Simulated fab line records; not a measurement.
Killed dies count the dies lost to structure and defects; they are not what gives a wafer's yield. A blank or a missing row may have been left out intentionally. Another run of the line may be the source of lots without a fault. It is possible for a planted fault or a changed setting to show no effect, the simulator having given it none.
Chamber matching ; flow n5-finfet ; pecvd-02 running N5_BEOL_M15_DEP_53: 3 sister chambers
The step deposits SiCN from 3MS/NH3, target thk 50 nm, time 17.8 s. 14 wafers are shown with their chamber, then 7 later ones without.

## WAFERS WITH THEIR CHAMBER
wafer;chamber;throttle-valve-pct (%);showerhead-plenum-p-Torr (Torr)
L421.1;1;18.3;4.155
L421.2;0;19.6;4.151
L421.5;1;18.5;4.162
L422.2;0;19.3;4.145
L422.3;1;18.7;4.163
L422.5;0;19.6;4.147
L425.2;2;18.0;4.129
L425.3;2;17.9;4.149
L425.6;2;17.7;4.142
L426.1;2;17.8;4.156
L426.2;0;19.7;4.146
L426.6;2;17.9;4.138
L428.2;0;19.5;4.153
L428.4;0;19.4;4.146

SIGNATURES (means of the wafers above)
reading;chamber 0;chamber 1;chamber 2;scatter within a chamber
throttle-valve-pct;19.517;18.500;17.860;0.148
showerhead-plenum-p-Torr;4.14800;4.16000;4.14280;0.00685
Rule: for each reading, subtract the chamber's mean from the wafer's reading, divide by that reading's scatter and square the result; add these up over the readings and take the root, which gives the wafer's distance from the chamber. The wafer belongs to the nearest chamber; if the next one is less than 2 further off, it can't be placed. The scatter: take each reading less its chamber's mean, square it, sum over the shown wafers, divide by the number of wafers less the number of chambers, and take the root.

## WAFERS WHOSE CHAMBER IS MISSING
wafer;throttle-valve-pct (%);showerhead-plenum-p-Torr (Torr)
L428.5;17.6;4.138
L432.1;18.7;4.149
L432.3;19.7;4.146
L432.6;19.8;4.149
L439.1;18.7;4.158
L439.3;19.7;4.153
L439.5;18.0;4.142

## EACH ONE'S CHAMBER
wafer;from the rows above;in truth
L428.5;2;2
L432.1;1;1
L432.3;0;0
L432.6;0;0
L439.1;1;1
L439.3;0;0
L439.5;2;2
Correctly placed: 7 of 7. Can't be placed from these rows: 0. Number placed wrongly: 0.
